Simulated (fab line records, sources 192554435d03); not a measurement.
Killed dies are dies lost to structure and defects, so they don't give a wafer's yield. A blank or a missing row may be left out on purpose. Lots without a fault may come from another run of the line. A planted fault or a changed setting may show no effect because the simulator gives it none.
A struck lot beside a sound one | flow n5_finfet | 15 steps out of a route of 1938
Sound: wafers L418.2, L418.3, L418.6. Struck: wafer L430.1. (L430.3, L430.5 of the same lot were not struck and are left out.) The cause comes at the end.
At each step with rows: each side's tool, then ch and its chambers, then its first start. Under that, the readings that differ: sound wafers | struck wafers | difference of the means | sigmas: that difference in standard deviations of wafers without a fault.
alike: readings whose means differ by less than 2 such deviations, and words and numbers that are the same on both sides. not compared: withheld readings, readings that some wafer has no value for, bounds like >300 that may hide the same value, and numbers for which the record gives no deviation and whose values overlap.
The two part at a step that has a row with sigmas, a row that says differs or no value, or rows on one side only. Numbers that don't overlap but have no deviation are shown without sigmas and don't part them. A reading that every wafer of one side lacks parts them only if that side has two wafers or more.

N5_BEOL_M15_ANNEAL_48: time 90 s.
  sound on rtp_anneal-01 ch 0, day 12 17:04; struck on rtp_anneal-01 ch 0, day 15 11:59
  alike: wafer_temp_C_max
then, 1 step without rows for these wafers: N5_BEOL_M15_CMP_49 (polishes, stops on SiO2, t overpolish 4.9 s, target thk 850 nm).
N5_BEOL_M15_THK_MEAS_50: measures by xrf.
  sound on film_metro-01, day 12 17:37; struck on film_metro-02, day 15 12:34
  alike: M15_THK
then, 2 steps without rows for these wafers: N5_BEOL_M15_PRE_CLEAN_52 (time 15 s); N5_BEOL_M15_DEP_53 (deposits SiCN from 3MS/NH3, target thk 50 nm, time 17.8 s).
N5_BEOL_M15_RS_MEAS_54: measures by four-point-probe.
  sound on film_metro-02, day 12 17:45; struck on film_metro-01, day 15 12:42
  alike: M15_RS
N5_BEOL_M15_INSPECT_55: inspects for defects (darkfield).
  sound on defect_inspect-01, day 12 17:46; struck on defect_inspect-01, day 15 12:44
  alike: raw_defect_count
N5_BEOL_M15_RC_MEAS_101:
  sound on prober-01 ch 0, day 12 17:57; struck on prober-01 ch 0, day 15 12:45
  reading           | sound                   | struck  | difference | sigmas
  COMB_M8 (S/m)     | 2.8e-11 2.7e-11 2.6e-11 | 1.7e-11 | -1.0e-11   | -2
  SERP_M14 (ohm/um) | 0.158 0.169 0.167       | 0.153   | -0.012     | -2
  alike: COMB_M10, COMB_M11, COMB_M12, COMB_M13, COMB_M14, COMB_M15, COMB_M5, COMB_M6, COMB_M7, COMB_M7_max_site, COMB_M9, COMB_M9_max_site, SERP_M10, SERP_M11, SERP_M12, SERP_M13, SERP_M5, SERP_M5_max_site, SERP_M6, SERP_M7, SERP_M8, SERP_M9
N5_PASSIVATION_PECVD_00: deposits SiO2 from SiH4/N2O, target thk 200 nm, time 11.2 s.
  sound on pecvd-01 ch 0,1,2, day 12 18:46; struck on pecvd-03 ch 0, day 15 13:43
  reading                         | sound          | struck | difference | sigmas
  showerhead_plenum_p_Torr (Torr) | 8.06 8.03 8.11 | 8.32   | +0.25      | +2
  alike: heater_power_outer_w, heater_power_w, throttle_valve_pct
N5_MIM_BOT_DEGAS_01: time 60 s.
  sound on pvd_sputter-01, day 12 21:41; struck on pvd_sputter-03, day 15 14:33
  alike: heater_power_w
N5_MIM_BOT_SPUTTER_00: material TiN, target thk 35 nm, time 89.7 s.
  sound on pvd_sputter-01, day 12 21:43; struck on pvd_sputter-03, day 15 14:35
  alike: substrate_temp_c, throttle_valve_pct
N5_MIM_TOP_ALD_00: deposits Al2O3, purge time 3 s, co reactant pulse time 3 s.
  sound on ald_hk-02 ch 0,2,3, day 12 21:49; struck on ald_hk-02 ch 2, day 15 14:41
  alike: precursor_pulse_height_rel
N5_MIM_TOP_ALD_01: deposits HfO2, target thk 5.6 nm, pulse time 1 s, purge time 3 s.
  sound on ald_hk-02 ch 0,2,3, day 12 21:00; struck on ald_hk-02 ch 2, day 15 14:00
  reading    | sound    | struck | difference | sigmas
  ald_cycles | 62 62 62 | 65     | +3         |
  alike: precursor_pulse_height_rel
then, 1 step without rows for these wafers: N5_MIM_TOP_ALD_02 (deposits Al2O3, purge time 3 s, co reactant pulse time 3 s).
N5_PASSIVATION_PROBE_49:
  the record has rows for the sound wafers here (prober-01, day 13 09:22) and none for the struck ones

WHERE THEY PART
First at N5_BEOL_M15_RC_MEAS_101; last, within this record, at N5_PASSIVATION_PROBE_49.

WHY: what the simulator had put in
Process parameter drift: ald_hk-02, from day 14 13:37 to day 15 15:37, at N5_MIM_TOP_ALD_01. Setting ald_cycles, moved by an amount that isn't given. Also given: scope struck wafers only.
